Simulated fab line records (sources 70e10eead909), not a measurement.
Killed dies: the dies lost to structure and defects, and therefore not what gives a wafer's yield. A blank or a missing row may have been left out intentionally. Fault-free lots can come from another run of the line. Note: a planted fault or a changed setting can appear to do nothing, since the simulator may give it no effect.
Which tool is to blame? | flow nand-harc | 66 wafers from 22 lots sampled at 6 of the route's 1302 steps

## WHAT EACH GAUGE READ, for each wafer
Not one reading of a measure or inspect step in the record can be checked against a usual standard deviation.

## WHICH TOOL RAN EACH LOT (tool, then ch and the chambers of the sampled wafers, then the start)
lot  | NHARC_A_STAIRCASE_ETCH_225                    | NHARC_A_STAIRCASE_TRIM_233                    | NHARC_A_STAIRCASE_DESCUM_270       | NHARC_A_STAIRCASE_HM_OPEN_463                 | NHARC_A_STAIRCASE_ETCH_453                    | NHARC_A_STAIRCASE_ALD_420
L074 | rie-diel-09 ch 0,1, day 16 08:05 or earlier   | rie-diel-08 ch 0,2, day 16 08:05 or earlier   | rie-diel-02 ch 2,3, day 16 08:05   | rie-diel-08 ch 0,3, day 17 09:20 or earlier   | rie-diel-08 ch 0,1, day 17 09:20 or earlier   | ald-hk-01 ch 0,1,2, day 17 09:20
L075 | rie-diel-08 ch 0,1,2, day 17 05:07 or earlier | rie-diel-02 ch 0,1,2, day 17 05:07 or earlier | rie-diel-09 ch 0,1,2, day 17 05:07 | rie-diel-08 ch 0,1,3, day 18 03:24 or earlier | rie-diel-08 ch 0,1,3, day 18 03:24 or earlier | ald-hk-02 ch 0,1,2, day 18 03:24
L076 | rie-diel-02 ch 1,2,3, day 17 13:59 or earlier | rie-diel-02 ch 0,2,3, day 17 13:59 or earlier | rie-diel-09 ch 0,1,3, day 17 13:59 | rie-diel-08 ch 0,2,3, day 18 10:53 or earlier | rie-diel-08 ch 0,2,3, day 18 10:53 or earlier | ald-hk-02 ch 0,1,3, day 18 10:53
L077 | rie-diel-02 ch 0,1,2, day 18 12:26 or earlier | rie-diel-08 ch 1,2,3, day 18 12:26 or earlier | rie-diel-08 ch 0,1,3, day 18 12:26 | rie-diel-02 ch 0,2,3, day 19 09:56 or earlier | rie-diel-02 ch 1,2,3, day 19 09:56 or earlier | ald-hk-01 ch 0,1,2, day 19 09:56
L080 | rie-diel-08 ch 0,2,3, day 18 15:01 or earlier | rie-diel-09 ch 0,2,3, day 18 15:01 or earlier | rie-diel-08 ch 0,1,3, day 18 15:01 | rie-diel-09 ch 0,3, day 19 12:05 or earlier   | rie-diel-09 ch 1,3, day 19 12:05 or earlier   | ald-hk-04 ch 0,1,2, day 19 12:05
L078 | rie-diel-08 ch 1,3, day 18 20:31 or earlier   | rie-diel-09 ch 0,3, day 18 20:31 or earlier   | rie-diel-09 ch 0,1, day 18 20:31   | rie-diel-02 ch 1,2,3, day 19 19:47 or earlier | rie-diel-02 ch 0,1,2, day 19 19:47 or earlier | ald-hk-04 ch 1,2,3, day 19 19:47
L079 | rie-diel-08 ch 1,2,3, day 19 00:10 or earlier | rie-diel-08 ch 0,1,3, day 19 00:10 or earlier | rie-diel-09 ch 0,1, day 19 00:10   | rie-diel-02 ch 1,2, day 20 02:57 or earlier   | rie-diel-02 ch 0,1,3, day 20 02:57 or earlier | ald-hk-02 ch 0,1,2, day 20 02:57
L081 | rie-diel-08 ch 0,2,3, day 19 16:30 or earlier | rie-diel-02 ch 0,1,2, day 19 16:30 or earlier | rie-diel-09 ch 0,1,3, day 19 16:30 | rie-diel-09 ch 1,3, day 20 11:23 or earlier   | rie-diel-09 ch 0,2, day 20 11:23 or earlier   | ald-hk-02 ch 0,1,2, day 20 11:23
L082 | rie-diel-02 ch 0,1,3, day 19 20:22 or earlier | rie-diel-09 ch 0,2,3, day 19 20:22 or earlier | rie-diel-09 ch 0,3, day 19 20:22   | rie-diel-02 ch 1,2,3, day 20 14:49 or earlier | rie-diel-02 ch 0,1,3, day 20 14:49 or earlier | ald-hk-04 ch 1,3, day 20 14:49
L083 | rie-diel-08 ch 0,3, day 20 09:28 or earlier   | rie-diel-02 ch 2,3, day 20 09:28 or earlier   | rie-diel-09 ch 2,3, day 20 09:28   | rie-diel-02 ch 1,3, day 21 05:06 or earlier   | rie-diel-02 ch 0,1, day 21 05:06 or earlier   | ald-hk-04 ch 0,1,3, day 21 05:06
L085 | rie-diel-08 ch 0,3, day 20 23:12 or earlier   | rie-diel-02 ch 0,3, day 20 23:12 or earlier   | rie-diel-02 ch 1,2,3, day 20 23:12 | rie-diel-08 ch 0,1,3, day 22 04:23 or earlier | rie-diel-08 ch 0,1,3, day 22 04:23 or earlier | ald-hk-02 ch 0,1, day 22 04:23
L084 | rie-diel-08 ch 0,2,3, day 20 23:34 or earlier | rie-diel-09 ch 0,2, day 20 23:34 or earlier   | rie-diel-02 ch 0,1,3, day 20 23:34 | rie-diel-02 ch 0,1,2, day 21 19:18 or earlier | rie-diel-02 ch 0,2,3, day 21 19:18 or earlier | ald-hk-04 ch 0,1,2, day 21 19:18
L087 | rie-diel-08 ch 0,1,3, day 21 22:08 or earlier | rie-diel-09 ch 1,2,3, day 21 22:08 or earlier | rie-diel-02 ch 1,3, day 21 22:08   | rie-diel-08 ch 1,2, day 22 20:02 or earlier   | rie-diel-08 ch 2,3, day 22 20:02 or earlier   | ald-hk-02 ch 1,3, day 22 20:02
L089 | rie-diel-02 ch 1,2,3, day 22 20:24 or earlier | rie-diel-02 ch 0,3, day 22 20:24 or earlier   | rie-diel-08 ch 0,1,2, day 22 20:24 | rie-diel-02 ch 2,3, day 23 14:46 or earlier   | rie-diel-02 ch 1,2, day 23 14:46 or earlier   | ald-hk-01 ch 0,1, day 23 14:46
L090 | rie-diel-02 ch 0,1,2, day 23 04:29 or earlier | rie-diel-02 ch 0,2,3, day 23 04:29 or earlier | rie-diel-09 ch 0,1,3, day 23 04:29 | rie-diel-09 ch 1,2,3, day 23 23:01 or earlier | rie-diel-09 ch 0,1,2, day 23 23:01 or earlier | ald-hk-04 ch 0,1,3, day 23 23:01
L092 | rie-diel-09 ch 0,3, day 23 17:58 or earlier   | rie-diel-02 ch 1,2,3, day 23 17:58 or earlier | rie-diel-02 ch 0,1, day 23 17:58   | rie-diel-02 ch 0,1, day 24 22:42 or earlier   | rie-diel-02 ch 1,2,3, day 24 22:42 or earlier | ald-hk-02 ch 1,2, day 24 22:42
L091 | rie-diel-08 ch 1,2,3, day 23 20:16 or earlier | rie-diel-08 ch 1,2,3, day 23 20:16 or earlier | rie-diel-09 ch 2,3, day 23 20:16   | rie-diel-09 ch 1,2, day 25 01:09 or earlier   | rie-diel-09 ch 1,2,3, day 25 01:09 or earlier | ald-hk-01 ch 0,1,2, day 25 01:09
L093 | rie-diel-02 ch 0,2,3, day 24 11:55 or earlier | rie-diel-02 ch 0,2, day 24 11:55 or earlier   | rie-diel-02 ch 0,1, day 24 11:55   | rie-diel-09 ch 1,2,3, day 25 16:52 or earlier | rie-diel-09 ch 0,2, day 25 16:52 or earlier   | ald-hk-02 ch 1,3, day 25 16:52
L094 | rie-diel-02 ch 0,2, day 24 12:10 or earlier   | rie-diel-09 ch 1,2,3, day 24 12:10 or earlier | rie-diel-08 ch 1,2, day 24 12:10   | rie-diel-09 ch 0,1,2, day 25 19:09 or earlier | rie-diel-09 ch 0,1,2, day 25 19:09 or earlier | ald-hk-01 ch 0,1,3, day 25 19:09
L095 | rie-diel-02 ch 0,3, day 25 06:06 or earlier   | rie-diel-02 ch 2,3, day 25 06:06 or earlier   | rie-diel-02 ch 1,2,3, day 25 06:06 | rie-diel-08 ch 1,2, day 26 09:24 or earlier   | rie-diel-08 ch 0,1,2, day 26 09:24 or earlier | ald-hk-02 ch 1,2,3, day 26 09:24
L096 | rie-diel-08 ch 1,2,3, day 25 08:01 or earlier | rie-diel-08 ch 1,2, day 25 08:01 or earlier   | rie-diel-08 ch 1,2,3, day 25 08:01 | rie-diel-09 ch 0,1, day 26 09:24 or earlier   | rie-diel-09 ch 0,1, day 26 09:24 or earlier   | ald-hk-04 ch 0,3, day 26 09:24
L097 | rie-diel-08 ch 1,2,3, day 26 05:31 or earlier | rie-diel-09 ch 1,2,3, day 26 05:31 or earlier | rie-diel-09 ch 0,1,3, day 26 05:31 | rie-diel-08 ch 0,1,3, day 27 04:34 or earlier | rie-diel-08 ch 0,1,3, day 27 04:34 or earlier | ald-hk-01 ch 0,1,3, day 27 04:34
- NHARC_A_STAIRCASE_ETCH_225: etches the open film in C4F8/O2, target depth 100 nm, time 40.5 s.
- NHARC_A_STAIRCASE_TRIM_233: chemistry O2, time 211.2 s.
- NHARC_A_STAIRCASE_DESCUM_270: chemistry O2, time 3 s.
- NHARC_A_STAIRCASE_HM_OPEN_463: chemistry O2/COS.
- NHARC_A_STAIRCASE_ETCH_453: etches the open film in CF4/O2, target depth 30 nm, overetch 3 nm, time 16.5 s.
- NHARC_A_STAIRCASE_ALD_420: deposits SiO2, target thk 20 nm, pulse time 6 s, ald cycles 200.

## AS READ BY THE TOOLS THEMSELVES (means over the sampled wafers that have a number; for cases with no such wafer, the mark the record gives instead)
NHARC_A_STAIRCASE_ETCH_225. Usual: oes-product-au 0.946 a.u., standard deviation 0.0095; rf-vpp-V 895 V, standard deviation 6.5.
lot  | tool        | oes-product-au (a.u.) | rf-vpp-V (V) | flag
L074 | rie-diel-09 | 0.951                 | 899          |
L075 | rie-diel-08 | 0.940                 | 892          |
L076 | rie-diel-02 | 0.954                 | 898          |
L077 | rie-diel-02 | 0.946                 | 897          |
L080 | rie-diel-08 | 0.946                 | 889          |
L078 | rie-diel-08 | 0.948                 | 893          |
L079 | rie-diel-08 | 0.940                 | 891          |
L081 | rie-diel-08 | 0.948                 | 889          |
L082 | rie-diel-02 | 0.959                 | 902          |
L083 | rie-diel-08 | 0.941                 | 888          |
L085 | rie-diel-08 | 0.944                 | 887          |
L084 | rie-diel-08 | 0.948                 | 889          |
L087 | rie-diel-08 | 0.946                 | 890          |
L089 | rie-diel-02 | 0.942                 | 897          |
L090 | rie-diel-02 | 0.945                 | 896          |
L092 | rie-diel-09 | 0.948                 | 888          |
L091 | rie-diel-08 | 0.945                 | 891          |
L093 | rie-diel-02 | 0.943                 | 899          |
L094 | rie-diel-02 | 0.941                 | 895          |
L095 | rie-diel-02 | 0.950                 | 904          |
L096 | rie-diel-08 | 0.957                 | 898          |
L097 | rie-diel-08 | 0.929                 | 897          |

NHARC_A_STAIRCASE_TRIM_233. Usual: drypump-motor-current-A 5.9 A, standard deviation 0.47; oes-product-au 1.002 a.u., standard deviation 0.0084; rf-vpp-V 57.8 V, standard deviation 0.95; showerhead-plenum-p-Torr 3.54 Torr, standard deviation 0.18; throttle-valve-pct 17.036 %, standard deviation 0.0082.
lot  | tool        | drypump-motor-current-A (A) | oes-product-au (a.u.) | rf-vpp-V (V) | showerhead-plenum-p-Torr (Torr) | throttle-valve-pct (%) | flag
L074 | rie-diel-08 | 5.3                         | 1.005                 | 57.5         | 3.38                            | 17.038                 |
L075 | rie-diel-02 | 6.0                         | 1.005                 | 57.3         | 3.57                            | 17.030                 |
L076 | rie-diel-02 | 6.1                         | 1.014                 | 58.2         | 3.65                            | 17.043                 |
L077 | rie-diel-08 | 6.0                         | 0.999                 | 57.6         | 3.43                            | 17.043                 |
L080 | rie-diel-09 | 5.6                         | 1.000                 | 57.3         | 3.48                            | 17.039                 |
L078 | rie-diel-09 | 6.0                         | 1.000                 | 57.4         | 3.32                            | 17.039                 |
L079 | rie-diel-08 | 5.8                         | 0.995                 | 58.0         | 3.38                            | 17.036                 |
L081 | rie-diel-02 | 6.0                         | 0.996                 | 58.0         | 3.56                            | 17.045                 |
L082 | rie-diel-09 | 5.6                         | 1.001                 | 57.6         | 3.47                            | 17.034                 |
L083 | rie-diel-02 | 6.2                         | 0.994                 | 58.3         | 3.53                            | 17.028                 |
L085 | rie-diel-02 | 6.3                         | 1.000                 | 58.6         | 3.76                            | 17.033                 |
L084 | rie-diel-09 | 5.2                         | 0.997                 | 57.4         | 3.50                            | 17.038                 |
L087 | rie-diel-09 | 5.8                         | 1.014                 | 58.3         | 3.58                            | 17.034                 |
L089 | rie-diel-02 | 6.0                         | 0.995                 | 57.9         | 3.73                            | 17.026                 |
L090 | rie-diel-02 | 6.1                         | 0.996                 | 58.0         | 3.63                            | 17.038                 |
L092 | rie-diel-02 | 6.3                         | 1.005                 | 58.2         | 3.55                            | 17.036                 |
L091 | rie-diel-08 | 5.9                         | 0.998                 | 57.5         | 3.40                            | 17.033                 |
L093 | rie-diel-02 | 5.8                         | 1.010                 | 58.8         | 3.60                            | 17.040                 |
L094 | rie-diel-09 | 5.8                         | 1.005                 | 58.1         | 3.57                            | 17.045                 |
L095 | rie-diel-02 | 6.4                         | 1.002                 | 56.7         | 3.63                            | 17.023                 |
L096 | rie-diel-08 | 5.9                         | 0.994                 | 57.5         | 3.48                            | 17.040                 |
L097 | rie-diel-09 | 5.8                         | 1.002                 | 57.4         | 3.56                            | 17.035                 |

NHARC_A_STAIRCASE_DESCUM_270. Usual: drypump-motor-current-A 5.8 A, standard deviation 0.5; oes-product-au 1.002 a.u., standard deviation 0.0086; rf-vpp-V 57.8 V, standard deviation 0.95; showerhead-plenum-p-Torr 1.91 Torr, standard deviation 0.11; throttle-valve-pct 11.311 %, standard deviation 0.0092.
lot  | tool        | drypump-motor-current-A (A) | oes-product-au (a.u.) | rf-vpp-V (V) | showerhead-plenum-p-Torr (Torr) | throttle-valve-pct (%) | flag
L074 | rie-diel-02 | 6.4                         | 1.007                 | 58.8         | 1.99                            | 11.310                 |
L075 | rie-diel-09 | 5.4                         | 0.997                 | 57.8         | 1.97                            | 11.313                 |
L076 | rie-diel-09 | 5.8                         | 0.998                 | 56.7         | 1.88                            | 11.297                 |
L077 | rie-diel-08 | 5.8                         | 0.997                 | 56.9         | 1.83                            | 11.318                 |
L080 | rie-diel-08 | 5.8                         | 1.000                 | 57.4         | 1.83                            | 11.305                 |
L078 | rie-diel-09 | 5.4                         | 1.005                 | 58.1         | 1.89                            | 11.306                 |
L079 | rie-diel-09 | 5.5                         | 0.991                 | 58.0         | 1.96                            | 11.312                 |
L081 | rie-diel-09 | 5.8                         | 0.994                 | 57.3         | 1.88                            | 11.306                 |
L082 | rie-diel-09 | 5.6                         | 1.001                 | 56.8         | 1.81                            | 11.309                 |
L083 | rie-diel-09 | 5.6                         | 1.001                 | 58.5         | 1.95                            | 11.306                 |
L085 | rie-diel-02 | 6.2                         | 1.001                 | 57.8         | 1.93                            | 11.318                 |
L084 | rie-diel-02 | 6.2                         | 1.000                 | 58.0         | 2.00                            | 11.319                 |
L087 | rie-diel-02 | 6.4                         | 1.005                 | 58.7         | 2.00                            | 11.304                 |
L089 | rie-diel-08 | 5.5                         | 1.004                 | 57.6         | 1.84                            | 11.312                 |
L090 | rie-diel-09 | 5.8                         | 1.004                 | 58.1         | 1.87                            | 11.297                 |
L092 | rie-diel-02 | 5.8                         | 1.012                 | 57.8         | 1.98                            | 11.309                 |
L091 | rie-diel-09 | 5.7                         | 1.009                 | 58.2         | 1.94                            | 11.313                 |
L093 | rie-diel-02 | 6.0                         | 1.005                 | 57.4         | 1.94                            | 11.317                 |
L094 | rie-diel-08 | 5.7                         | 0.996                 | 57.4         | 1.86                            | 11.314                 |
L095 | rie-diel-02 | 6.2                         | 1.012                 | 58.5         | 1.92                            | 11.319                 |
L096 | rie-diel-08 | 6.0                         | 0.993                 | 57.7         | 1.94                            | 11.318                 |
L097 | rie-diel-09 | 5.8                         | 1.002                 | 57.8         | 1.86                            | 11.307                 |

NHARC_A_STAIRCASE_HM_OPEN_463. Usual: cos-flow-sccm 20.00 sccm, standard deviation 0.064; drypump-motor-current-A 5.8 A, standard deviation 0.49; oes-product-au 1.001 a.u., standard deviation 0.0083; rf-vpp-V 467 V, standard deviation 3.5; showerhead-plenum-p-Torr 3.11 Torr, standard deviation 0.16; throttle-valve-pct 28.330 %, standard deviation 0.009.
lot  | tool        | cos-flow-sccm (sccm) | drypump-motor-current-A (A) | oes-product-au (a.u.) | rf-vpp-V (V) | showerhead-plenum-p-Torr (Torr) | throttle-valve-pct (%) | flag
L074 | rie-diel-08 | 20.00                | 5.8                         | 1.004                 | 463          | 2.92                            | 28.334                 |
L075 | rie-diel-08 | 19.93                | 5.8                         | 1.004                 | 464          | 2.99                            | 28.333                 |
L076 | rie-diel-08 | 20.04                | 5.5                         | 0.993                 | 463          | 2.95                            | 28.334                 |
L077 | rie-diel-02 | 19.99                | 6.1                         | 0.998                 | 470          | 3.23                            | 28.337                 |
L080 | rie-diel-09 | 20.03                | 5.6                         | 1.002                 | 464          | 2.96                            | 28.324                 |
L078 | rie-diel-02 | 20.01                | 6.3                         | 1.005                 | 468          | 3.16                            | 28.326                 |
L079 | rie-diel-02 | 20.02                | 6.0                         | 0.995                 | 465          | 3.05                            | 28.330                 |
L081 | rie-diel-09 | 20.03                | 6.2                         | 1.000                 | 466          | 3.04                            | 28.328                 |
L082 | rie-diel-02 | 20.01                | 6.2                         | 1.000                 | 467          | 3.16                            | 28.328                 |
L083 | rie-diel-02 | 19.98                | 6.5                         | 1.003                 | 469          | 3.26                            | 28.326                 |
L085 | rie-diel-08 | 20.04                | 5.8                         | 1.002                 | 465          | 2.98                            | 28.325                 |
L084 | rie-diel-02 | 19.99                | 6.0                         | 0.998                 | 467          | 3.14                            | 28.339                 |
L087 | rie-diel-08 | 19.95                | 5.9                         | 1.006                 | 467          | 3.08                            | 28.333                 |
L089 | rie-diel-02 | 20.05                | 6.4                         | 0.997                 | 469          | 3.22                            | 28.327                 |
L090 | rie-diel-09 | 19.96                | 5.8                         | 1.005                 | 468          | 3.16                            | 28.323                 |
L092 | rie-diel-02 | 19.97                | 6.0                         | 1.006                 | 468          | 3.15                            | 28.332                 |
L091 | rie-diel-09 | 19.95                | 5.4                         | 0.992                 | 471          | 3.29                            | 28.326                 |
L093 | rie-diel-09 | 20.00                | 5.8                         | 0.994                 | 467          | 3.16                            | 28.331                 |
L094 | rie-diel-09 | 20.00                | 5.4                         | 1.001                 | 468          | 3.18                            | 28.328                 |
L095 | rie-diel-08 | 19.96                | 5.7                         | 0.992                 | 465          | 3.04                            | 28.332                 |
L096 | rie-diel-09 | 19.96                | 5.4                         | 0.995                 | 466          | 3.06                            | 28.327                 |
L097 | rie-diel-08 | 19.97                | 5.8                         | 0.987                 | 470          | 3.28                            | 28.327                 |

NHARC_A_STAIRCASE_ETCH_453. Usual: drypump-motor-current-A 5.8 A, standard deviation 0.5; oes-product-au 1.001 a.u., standard deviation 0.0077; rf-vpp-V 197.8 V, standard deviation 1.6; showerhead-plenum-p-Torr 1.33 Torr, standard deviation 0.074; throttle-valve-pct 13.398 %, standard deviation 0.0096.
lot  | tool        | drypump-motor-current-A (A) | oes-product-au (a.u.) | rf-vpp-V (V) | showerhead-plenum-p-Torr (Torr) | throttle-valve-pct (%) | flag
L074 | rie-diel-08 | 5.3                         | 0.995                 | 197.0        | 1.27                            | 13.403                 |
L075 | rie-diel-08 | 5.8                         | 0.995                 | 196.6        | 1.28                            | 13.402                 |
L076 | rie-diel-08 | 5.5                         | 1.000                 | 196.0        | 1.26                            | 13.399                 |
L077 | rie-diel-02 | 6.2                         | 1.005                 | 199.1        | 1.35                            | 13.400                 |
L080 | rie-diel-09 | 6.0                         | 1.002                 | 198.2        | 1.36                            | 13.395                 |
L078 | rie-diel-02 | 5.9                         | 1.004                 | 197.7        | 1.35                            | 13.393                 |
L079 | rie-diel-02 | 6.1                         | 1.008                 | 199.1        | 1.39                            | 13.400                 |
L081 | rie-diel-09 | 5.2                         | 1.002                 | 198.8        | 1.37                            | 13.400                 |
L082 | rie-diel-02 | 6.1                         | 1.009                 | 198.8        | 1.39                            | 13.395                 |
L083 | rie-diel-02 | 6.0                         | 0.994                 | 198.0        | 1.36                            | 13.394                 |
L085 | rie-diel-08 | 5.8                         | 0.999                 | 196.4        | 1.27                            | 13.397                 |
L084 | rie-diel-02 | 6.1                         | 1.000                 | 198.3        | 1.38                            | 13.391                 |
L087 | rie-diel-08 | 5.7                         | 1.005                 | 196.8        | 1.27                            | 13.393                 |
L089 | rie-diel-02 | 6.0                         | 1.000                 | 197.2        | 1.30                            | 13.392                 |
L090 | rie-diel-09 | 5.4                         | 1.003                 | 198.2        | 1.37                            | 13.395                 |
L092 | rie-diel-02 | 6.2                         | 1.003                 | 198.1        | 1.34                            | 13.394                 |
L091 | rie-diel-09 | 5.8                         | 0.990                 | 197.5        | 1.35                            | 13.411                 |
L093 | rie-diel-09 | 5.2                         | 0.998                 | 198.1        | 1.36                            | 13.398                 |
L094 | rie-diel-09 | 5.4                         | 0.997                 | 198.4        | 1.36                            | 13.395                 |
L095 | rie-diel-08 | 5.5                         | 0.995                 | 197.2        | 1.35                            | 13.401                 |
L096 | rie-diel-09 | 5.4                         | 1.001                 | 196.9        | 1.31                            | 13.403                 |
L097 | rie-diel-08 | 5.8                         | 1.001                 | 198.8        | 1.40                            | 13.404                 |

NHARC_A_STAIRCASE_ALD_420. Usual: heater-power-w 466 W, standard deviation 45; precursor-pulse-height-rel 0.999, standard deviation 0.02.
lot  | tool      | heater-power-w (W) | precursor-pulse-height-rel | flag
L074 | ald-hk-01 | 461                | 0.991                      |
L075 | ald-hk-02 | 516                | 0.988                      |
L076 | ald-hk-02 | 509                | 0.981                      |
L077 | ald-hk-01 | 466                | 0.987                      |
L080 | ald-hk-04 | 435                | 1.006                      |
L078 | ald-hk-04 | 444                | 0.999                      |
L079 | ald-hk-02 | 515                | 1.009                      |
L081 | ald-hk-02 | 516                | 1.021                      |
L082 | ald-hk-04 | 444                | 1.002                      |
L083 | ald-hk-04 | 435                | 0.988                      |
L085 | ald-hk-02 | 519                | 0.993                      |
L084 | ald-hk-04 | 441                | 0.998                      |
L087 | ald-hk-02 | 495                | 0.990                      |
L089 | ald-hk-01 | 470                | 1.019                      |
L090 | ald-hk-04 | 438                | 1.004                      |
L092 | ald-hk-02 | 491                | 0.997                      |
L091 | ald-hk-01 | 451                | 1.002                      |
L093 | ald-hk-02 | 506                | 0.991                      |
L094 | ald-hk-01 | 434                | 1.004                      |
L095 | ald-hk-02 | 500                | 0.974                      |
L096 | ald-hk-04 | 421                | 1.014                      |
L097 | ald-hk-01 | 438                | 1.011                      |

## THE ANSWER, worked out from the rows above alone
Rule: lot off if the mean of its wafers having a number is beyond 3 standard deviations from the usual mean. A lot without any number at a reading at which 4 lots or more have one is off too. All remaining lots with rows at the step are treated as sound. The gauges are gone through in route order, then the tools' own readings, and for those a lot's mean is taken as printed above. The first step at which some lot is off is used, and at that step the reading that is off furthest; a lot without a number counts as furthest.
No lot is off at any reading shown: from this, nothing can be told.

## WHAT THE SIMULATOR PUT IN
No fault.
